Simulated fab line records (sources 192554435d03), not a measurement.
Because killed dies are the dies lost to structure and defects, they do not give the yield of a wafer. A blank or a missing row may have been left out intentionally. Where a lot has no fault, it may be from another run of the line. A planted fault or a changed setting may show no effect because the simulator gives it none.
Chamber matching :: flow n5_finfet :: 4 sister chambers for N5_FIN_CUT_CUT_ETCH_15 on rie_si-01
The step etches Si in HBr/Cl2/O2, target depth 100 nm, bt time 10 s, time 42.4 s. 4 wafers are shown with their chamber, then 12 later ones without.

## EACH WAFER AND ITS CHAMBER
wafer: L083.1
chamber: 3
drypump_motor_current_A (A): 5.7

wafer: L083.3
chamber: 2
drypump_motor_current_A (A): 5.9

wafer: L083.5
chamber: 0
drypump_motor_current_A (A): 6.2

wafer: L083.6
chamber: 1
drypump_motor_current_A (A): 5.4

## WAFERS MISSING THEIR CHAMBER
wafer: L087.2
drypump_motor_current_A (A): 5.5

wafer: L087.5
drypump_motor_current_A (A): 6.2

wafer: L087.6
drypump_motor_current_A (A): 5.7

wafer: L094.1
drypump_motor_current_A (A): 6.1

wafer: L094.2
drypump_motor_current_A (A): 5.7

wafer: L094.6
drypump_motor_current_A (A): 5.9

wafer: L095.1
drypump_motor_current_A (A): 5.7

wafer: L095.3
drypump_motor_current_A (A): 6.2

wafer: L095.5
drypump_motor_current_A (A): 5.7

wafer: L096.1
drypump_motor_current_A (A): 6.2

wafer: L096.2
drypump_motor_current_A (A): 5.9

wafer: L096.3
drypump_motor_current_A (A): 5.5

## WHICH CHAMBER EACH ONE RAN IN
wafer: L087.2
from the rows above: 1
in truth: 1

wafer: L087.5
from the rows above: 0
in truth: 0

wafer: L087.6
from the rows above: 3
in truth: 3

wafer: L094.1
from the rows above: can't be placed: 0 or 2
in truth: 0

wafer: L094.2
from the rows above: 3
in truth: 3

wafer: L094.6
from the rows above: 2
in truth: 2

wafer: L095.1
from the rows above: 3
in truth: 3

wafer: L095.3
from the rows above: 0
in truth: 0

wafer: L095.5
from the rows above: 3
in truth: 3

wafer: L096.1
from the rows above: 0
in truth: 0

wafer: L096.2
from the rows above: 2
in truth: 2

wafer: L096.3
from the rows above: 1
in truth: 1
Placed correctly: 11 of 12. These rows do not allow placing 1 (true chamber among the candidates in 1). Placed wrongly: 0.
How it was worked out, from the rows above alone: a wafer's distance from a chamber is the root of the sum, over the readings, of the square of ((its reading less the chamber's mean) divided by the reading's scatter). The wafer belongs to the nearest chamber; if the next one is less than 2 further off, it can't be placed. The mean given for a chamber averages the wafers shown for that chamber. The scatter: with one shown wafer a chamber, the root of the mean of the squares of how far each hidden wafer lies from its nearest shown one.
